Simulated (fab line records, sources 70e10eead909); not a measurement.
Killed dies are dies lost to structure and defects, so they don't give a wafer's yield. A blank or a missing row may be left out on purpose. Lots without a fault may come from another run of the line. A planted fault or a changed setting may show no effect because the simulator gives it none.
Chamber matching | flow nand_harc | NHARC_P_ZERO_WELL_DESCUM_39 on rie_diel-13: 4 sister chambers
The step chemistry O2, time 3 s. 8 wafers are shown with their chamber, then 9 later ones without.

WAFERS WITH THEIR CHAMBER
wafer  | chamber | showerhead_plenum_p_Torr (Torr) | drypump_motor_current_A (A)
L083.3 | 3       | 2.06                            | 5.2
L083.4 | 0       | 1.94                            | 5.6
L089.6 | 3       | 2.06                            | 5.2
L090.3 | 1       | 1.82                            | 5.9
L090.4 | 0       | 1.93                            | 5.7
L091.3 | 2       | 2.00                            | 5.2
L091.5 | 1       | 1.82                            | 5.9
L091.6 | 2       | 2.00                            | 5.2

WAFERS WITHOUT THEIR CHAMBER
wafer  | showerhead_plenum_p_Torr (Torr) | drypump_motor_current_A (A)
L094.2 | 2.05                            | 5.2
L094.4 | 2.00                            | 5.2
L094.6 | 2.05                            | 5.2
L096.1 | 2.00                            | 5.2
L096.2 | 2.05                            | 5.2
L096.3 | 1.82                            | 5.8
L097.2 | 2.00                            | 5.2
L097.4 | 1.82                            | 5.9
L097.6 | 1.82                            | 5.9

WHICH CHAMBER EACH WENT THROUGH
wafer  | from the rows above | in truth
L094.2 | 3                   | 3
L094.4 | 2                   | 2
L094.6 | 3                   | 3
L096.1 | 2                   | 2
L096.2 | 3                   | 3
L096.3 | 1                   | 1
L097.2 | 2                   | 2
L097.4 | 1                   | 1
L097.6 | 1                   | 1
Placed correctly: 9 of 9. Can't be placed from these rows: 0. Placed wrongly: 0.
How it was worked out, from the rows above alone: a wafer's distance from a chamber is the root of the sum, over the readings, of the square of ((its reading less the chamber's mean) divided by the reading's scatter). The wafer belongs to the nearest chamber; if the next one is less than 2 further off, it can't be placed. A chamber's mean is the mean of its shown wafers. The scatter: the root of (the sum of the squares of (reading less its chamber's mean) over the shown wafers, divided by (wafers less chambers)).
